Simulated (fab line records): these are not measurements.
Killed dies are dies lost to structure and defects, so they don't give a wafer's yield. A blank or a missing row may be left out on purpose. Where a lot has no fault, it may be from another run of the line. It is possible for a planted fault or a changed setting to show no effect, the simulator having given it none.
Which tool is to blame? | flow n5 finfet | 8 lots, 24 wafers sampled, at 3 steps of a route of 1938

== WHAT EACH GAUGE READ, for each wafer ==
N5_BEOL_M4_OCD_MEAS_38.
lot  | measured     | on     | trench depth nm (nm)
L747 | day 10 18:56 | ocd-02 | 54.7 52.8 54.7
L751 | day 12 01:32 | ocd-01 | 55.3 55.1 53.5
L754 | day 12 08:46 | ocd-01 | 49.9 47.2 48.9
L760 | day 13 20:59 | ocd-01 | 55.9 56.5 55.3
L759 | day 13 21:02 | ocd-02 | 49.5 48.5 48.9
L763 | day 14 19:20 | ocd-01 | 53.4 54.6 56.0
L765 | day 15 03:47 | ocd-02 | 52.5 54.6 53.4
L767 | day 15 07:16 | ocd-01 | 56.1 53.0 53.1

== EACH LOT AND THE TOOL THAT RAN IT (in order: tool; ch and the chambers of the sampled wafers; start) ==
lot  | N5_BEOL_M4_ALD_98                 | N5_BEOL_M4_TRENCH_ETCH_37
L747 | ald sin-04 ch 2,3, day 9 14:44    | rie diel-03 ch 0,2,3, day 10 18:47
L751 | ald sin-01 ch 0,1,3, day 10 21:21 | rie diel-03 ch 1,2,3, day 12 01:23
L754 | ald sin-01 ch 0,1, day 11 06:33   | rie diel-03 ch 0,1,3, day 12 08:37
L760 | ald sin-03 ch 2,3, day 12 19:07   | rie diel-01 ch 1,3, day 13 20:50
L759 | ald sin-03 ch 1,2, day 12 19:12   | rie diel-03 ch 1,2, day 13 20:52
L763 | ald sin-03 ch 1,3, day 13 18:25   | rie diel-01 ch 0,1,2, day 14 19:11
L765 | ald sin-04 ch 0,3, day 14 02:38   | rie diel-04 ch 0,1, day 15 03:38
L767 | ald sin-01 ch 1,3, day 14 12:52   | rie diel-04 ch 0,3, day 15 07:07
- N5_BEOL_M4_ALD_98: deposits SiO2, target thk 2.5 nm, pulse time 1 s, co reactant pulse time 1 s.
- N5_BEOL_M4_TRENCH_ETCH_37: etches SiOC in C4F6/O2, target depth 55.555 nm, time 29.2 s.

== THE ANSWER, worked out from the rows above alone ==
Rule: the lots themselves supply what counts as usual. Put in order of their means at a reading, lots are off if they are a third of the lots or fewer, leave a main group of 4 or more, and stand apart from it by a gap of 3 or more times the standard deviation of the main group's means; of several such gaps the widest counts. A main group whose means are all the same, to the digits that the tables above print for the reading, isn't used. Also off: a lot with no number at a reading for which 4 or more lots have one. The other lots that the step has rows for count as sound.
Off at N5_BEOL_M4_OCD_MEAS_38 (trench depth nm): L754, L759. Main group: mean 54.5 nm, sd 0.75.
A tool fits if, at a process step before that reading, it ran every lot that is off, and no sound lot after the first of them. Gauges at N5_BEOL_M4_OCD_MEAS_38: tried the same way as those tools. One candidate fits, namely rie diel-03 at N5_BEOL_M4_TRENCH_ETCH_37. A fault onset in the window from L751 (day 12 01:23, its last sound lot) to L754 (day 12 08:37, its first lot off) fits.

== WHAT THE SIMULATOR HAD INSERTED ==
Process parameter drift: rie diel-03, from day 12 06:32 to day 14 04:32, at N5_BEOL_M4_TRENCH_ETCH_37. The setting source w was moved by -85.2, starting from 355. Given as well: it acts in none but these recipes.
Struck lots among those shown: L754, L759. The rule given above showed the same thing.
